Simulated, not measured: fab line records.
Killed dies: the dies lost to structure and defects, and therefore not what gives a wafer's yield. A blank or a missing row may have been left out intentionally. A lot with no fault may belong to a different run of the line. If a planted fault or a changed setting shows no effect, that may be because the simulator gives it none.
Which tool was responsible? :: flow nand_harc :: Sampling: 11 lots, 33 wafers, 3 of 1159 route steps

## WHAT THE GAUGES READ, wafer by wafer
NHARC_A_CONTACT_OVL_MEAS_70.
lot: L078
measured: day 17 02:13
on: overlay-02
overlay_x_nm (nm): -0.5 -0.1 -1.0

lot: L074
measured: day 17 06:20
on: overlay-02
overlay_x_nm (nm): -0.6 -0.3 -0.2

lot: L076
measured: day 17 11:06
on: overlay-01
overlay_x_nm (nm): -2.6 -2.3 -2.0

lot: L081
measured: day 18 03:22
on: overlay-02
overlay_x_nm (nm): -0.1 0.3 -0.3

lot: L083
measured: day 19 03:40
on: overlay-02
overlay_x_nm (nm): 0.7 0.5 0.5

lot: L085
measured: day 19 08:51
on: overlay-01
overlay_x_nm (nm): 0.1 0.1 0.0

lot: L088
measured: day 20 00:46
on: overlay-01
overlay_x_nm (nm): 1.3 1.6 1.1

lot: L089
measured: day 20 02:47
on: overlay-01
overlay_x_nm (nm): -0.6 -1.3 -1.3

lot: L091
measured: day 20 16:04
on: overlay-02
overlay_x_nm (nm): -0.4 0.1 -0.3

lot: L093
measured: day 21 08:02
on: overlay-02
overlay_x_nm (nm): 0.9 0.7 1.1

lot: L094
measured: day 22 00:55
on: overlay-01
overlay_x_nm (nm): -0.2 0.0 -0.3

## WHAT TOOL EACH LOT RAN ON (gives the tool, then ch and the chambers of the sampled wafers, and finally the start)
lot: L078
NHARC_A_CONTACT_ETCH_119: har_cap_etch-01 ch 0,1, day 16 19:10
NHARC_A_CONTACT_ETCH_102: rie_diel-11 ch 0,2, day 16 20:37

lot: L074
NHARC_A_CONTACT_ETCH_119: har_cap_etch-01 ch 0,1, day 17 00:35
NHARC_A_CONTACT_ETCH_102: rie_diel-08 ch 0,1,2, day 17 02:59

lot: L076
NHARC_A_CONTACT_ETCH_119: har_cap_etch-03 ch 0,1, day 17 06:21
NHARC_A_CONTACT_ETCH_102: rie_diel-10 ch 0,1,2, day 17 07:55

lot: L081
NHARC_A_CONTACT_ETCH_119: har_cap_etch-01 ch 0,1, day 17 22:00
NHARC_A_CONTACT_ETCH_102: rie_diel-08 ch 2,3, day 17 23:32

lot: L083
NHARC_A_CONTACT_ETCH_119: har_cap_etch-03 ch 0,1, day 18 22:18
NHARC_A_CONTACT_ETCH_102: rie_diel-10 ch 1,2,3, day 18 23:56

lot: L085
NHARC_A_CONTACT_ETCH_119: har_cap_etch-03 ch 0, day 19 04:14
NHARC_A_CONTACT_ETCH_102: rie_diel-08 ch 0,3, day 19 05:46

lot: L088
NHARC_A_CONTACT_ETCH_119: har_cap_etch-02 ch 0,1, day 19 15:40
NHARC_A_CONTACT_ETCH_102: rie_diel-08 ch 1,2, day 19 17:07

lot: L089
NHARC_A_CONTACT_ETCH_119: har_cap_etch-01 ch 1, day 19 20:53
NHARC_A_CONTACT_ETCH_102: rie_diel-10 ch 2,3, day 19 22:22

lot: L091
NHARC_A_CONTACT_ETCH_119: har_cap_etch-03 ch 0,1, day 20 11:17
NHARC_A_CONTACT_ETCH_102: rie_diel-08 ch 0,1,3, day 20 12:58

lot: L093
NHARC_A_CONTACT_ETCH_119: har_cap_etch-01 ch 0, day 21 02:39
NHARC_A_CONTACT_ETCH_102: rie_diel-11 ch 0,2,3, day 21 04:08

lot: L094
NHARC_A_CONTACT_ETCH_119: har_cap_etch-02 ch 0,1, day 21 19:41
NHARC_A_CONTACT_ETCH_102: rie_diel-08 ch 0,1,3, day 21 21:10
- NHARC_A_CONTACT_ETCH_119: etches the open film in C4F8/O2/Ar, time 94 s, target depth 922 nm.
- NHARC_A_CONTACT_ETCH_102: etches the open film in CF4/O2, target depth 70 nm, overetch 7 nm, time 38.5 s.

## THE ANSWER, worked out from the rows above alone
Rule: usual is defined by the lots themselves. Put in order of their means at a reading, lots are off if they are a third of the lots or fewer, leave a main group of 4 or more, and stand apart from it by a gap of 3 or more times the standard deviation of the main group's means; of several such gaps the widest counts. The tables above print the reading to a certain number of digits; a main group whose means all agree to those digits is not used. Also off: a lot with no number at a reading for which 4 or more lots have one. All remaining lots with rows at the step are treated as sound.
No lot is off on any of the readings shown, so nothing can be concluded from this.

## WHAT WAS PUT IN BY THE SIMULATOR
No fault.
